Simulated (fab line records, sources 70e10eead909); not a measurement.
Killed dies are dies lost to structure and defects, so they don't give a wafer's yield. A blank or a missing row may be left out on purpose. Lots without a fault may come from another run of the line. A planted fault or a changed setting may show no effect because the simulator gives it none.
A struck lot beside a sound one | flow nand_harc | 14 steps out of a route of 1302
Sound: wafers L695.3, L695.4, L695.6. Struck: wafer L689.2. (L689.5 of the same lot was not struck and is left out.) The cause comes at the end.
At each step with rows: each side's tool, then ch and its chambers, then its first start. Under that, the readings that differ: sound wafers | struck wafers | difference of the means | sigmas: that difference in standard deviations of wafers without a fault.
alike: readings whose means differ by less than 2 such deviations, and words and numbers that are the same on both sides. not compared: withheld readings, readings that some wafer has no value for, bounds like >300 that may hide the same value, and numbers for which the record gives no deviation and whose values overlap.
The two part at a step that has a row with sigmas, a row that says differs or no value, or rows on one side only. Numbers that don't overlap but have no deviation are shown without sigmas and don't part them. A reading that every wafer of one side lacks parts them only if that side has two wafers or more.

NHARC_A_ONON_D2_THK_MEAS_30: measures by ellipsometry.
  sound on film_metro-02, day 20 10:37; struck on film_metro-01, day 17 21:58
  alike: thk_nm
NHARC_A_ONON_D2_DEP_33: deposits SiO2, target thk 200 nm.
  sound on pecvd-04 ch 0,2, day 20 10:41; struck on pecvd-02 ch 1, day 17 22:09
  alike: heater_power_w, throttle_valve_pct
  not compared: since_wet_clean_h
NHARC_A_ONON_D2_THK_MEAS_34: measures by ellipsometry.
  sound on film_metro-02, day 20 11:05; struck on film_metro-01, day 17 22:31
  alike: thk_nm
NHARC_A_ONON_D2_INSPECT_32:
  sound on defect_inspect-01, day 20 11:11; struck on defect_inspect-02, day 17 22:35
  alike: raw_defect_count
NHARC_A_CHANNEL_HOLE_D2_DEP_00: deposits aC, target thk 3100 nm.
  sound on acl_dep-03 ch 0, day 20 14:07; struck on acl_dep-01 ch 0, day 18 00:04
  alike: throttle_valve_pct
NHARC_A_CHANNEL_HOLE_D2_DEP_01: deposits SiON, target thk 140 nm.
  sound on pecvd-03 ch 0,1,2, day 20 15:27; struck on pecvd-01 ch 1, day 18 01:40
  alike: heater_power_w
  not compared: since_wet_clean_h
then, 5 steps without rows for these wafers: NHARC_A_CHANNEL_HOLE_D2_DEHYDRATE_02 (time 120 s); NHARC_A_CHANNEL_HOLE_D2_HMDS_03 (time 30 s); NHARC_A_CHANNEL_HOLE_D2_COAT_36 (time 75 s); NHARC_A_CHANNEL_HOLE_D2_COAT_37 (time 65 s); NHARC_A_CHANNEL_HOLE_D2_COAT_04 (resist thk 90 nm).
NHARC_A_CHANNEL_HOLE_D2_SOFTBAKE_05: time 55 s.
  sound on litho_track-01 ch 0, day 20 15:00; struck on litho_track-04 ch 0, day 18 01:00
  reading                  | sound                | struck | difference | sigmas
  heater_power_total_W (W) | 188.42 188.42 188.42 | 222.65 | +34.23     | +99 or more
then, 1 step without rows for these wafers: NHARC_A_CHANNEL_HOLE_D2_EBR_06.
NHARC_END_SORT_01:
  the record has rows for the sound wafers here (prober-02 ch 0, day 32 00:34) and none for the struck ones

WHERE THEY PART
First at NHARC_A_CHANNEL_HOLE_D2_SOFTBAKE_05; last, within this record, at NHARC_END_SORT_01.

WHY: what the simulator had put in
Process parameter drift: litho_track-04, from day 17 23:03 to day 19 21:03, at NHARC_A_CHANNEL_HOLE_D2_SOFTBAKE_05. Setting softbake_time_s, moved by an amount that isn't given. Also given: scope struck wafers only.
